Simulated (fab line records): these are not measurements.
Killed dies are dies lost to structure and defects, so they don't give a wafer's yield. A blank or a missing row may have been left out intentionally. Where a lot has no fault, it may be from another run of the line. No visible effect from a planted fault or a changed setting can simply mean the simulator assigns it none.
Chamber matching :: flow n5 finfet :: N5_BEOL_M1_VIA_ETCH_34 on rie diel-02 has 3 sister chambers
The step etches the open film in C4F6/O2, target depth 67.8 nm, time 64.4 s. 14 wafers are shown with their chamber, then 4 later ones without.

== EACH WAFER AND ITS CHAMBER ==
wafer: L079.2
chamber: 3
throttle valve pct (%): 30.72
rf vpp V (V): 687
oes product au (a.u.): 0.74

wafer: L079.3
chamber: 1
throttle valve pct (%): 30.38
rf vpp V (V): 656
oes product au (a.u.): 0.91

wafer: L079.4
chamber: 2
throttle valve pct (%): 30.61
rf vpp V (V): 675
oes product au (a.u.): 0.68

wafer: L085.1
chamber: 2
throttle valve pct (%): 30.61
rf vpp V (V): 675
oes product au (a.u.): 0.68

wafer: L085.4
chamber: 3
throttle valve pct (%): 30.75
rf vpp V (V): 690
oes product au (a.u.): 0.72

wafer: L085.5
chamber: 2
throttle valve pct (%): 30.60
rf vpp V (V): 676
oes product au (a.u.): 0.68

wafer: L084.2
chamber: 2
throttle valve pct (%): 30.61
rf vpp V (V): 675
oes product au (a.u.): 0.68

wafer: L084.4
chamber: 2
throttle valve pct (%): 30.63
rf vpp V (V): 675
oes product au (a.u.): 0.68

wafer: L084.6
chamber: 3
throttle valve pct (%): 30.72
rf vpp V (V): 688
oes product au (a.u.): 0.73

wafer: L086.1
chamber: 2
throttle valve pct (%): 30.62
rf vpp V (V): 675
oes product au (a.u.): 0.67

wafer: L086.4
chamber: 2
throttle valve pct (%): 30.61
rf vpp V (V): 675
oes product au (a.u.): 0.68

wafer: L086.6
chamber: 3
throttle valve pct (%): 30.74
rf vpp V (V): 687
oes product au (a.u.): 0.73

wafer: L087.1
chamber: 1
throttle valve pct (%): 30.37
rf vpp V (V): 657
oes product au (a.u.): 0.89

wafer: L087.2
chamber: 3
throttle valve pct (%): 30.74
rf vpp V (V): 685
oes product au (a.u.): 0.73

SIGNATURES, as means of the wafers listed above
reading: throttle valve pct
chamber 1: 30.3750
chamber 2: 30.6129
chamber 3: 30.7340
scatter within a chamber: 0.0109

reading: rf vpp V
chamber 1: 656.50
chamber 2: 675.14
chamber 3: 687.40
scatter within a chamber: 1.15

reading: oes product au
chamber 1: 0.9000
chamber 2: 0.6786
chamber 3: 0.7300
scatter within a chamber: 0.00664
Rule: distance of a wafer from a chamber = root of the sum over the readings of ((wafer's reading minus chamber's mean) / reading's scatter) squared. If the next closest chamber is less than 2 further off than the closest, the wafer can't be placed; otherwise it belongs to the closest. The scatter: the root of (the sum of the squares of (reading less its chamber's mean) over the shown wafers, divided by (wafers less chambers)).

== WAFERS MISSING THEIR CHAMBER ==
wafer: L089.4
throttle valve pct (%): 30.37
rf vpp V (V): 655
oes product au (a.u.): 0.89

wafer: L089.6
throttle valve pct (%): 30.73
rf vpp V (V): 688
oes product au (a.u.): 0.73

wafer: L093.4
throttle valve pct (%): 30.61
rf vpp V (V): 674
oes product au (a.u.): 0.67

wafer: L093.6
throttle valve pct (%): 30.63
rf vpp V (V): 676
oes product au (a.u.): 0.68

== CHAMBER TAKEN BY EACH ==
wafer: L089.4
from the rows above: 1
in truth: 1

wafer: L089.6
from the rows above: 3
in truth: 3

wafer: L093.4
from the rows above: 2
in truth: 2

wafer: L093.6
from the rows above: 2
in truth: 2
4 of 4 placed correctly. Left unplaced by these rows: 0. Placed wrongly: 0.
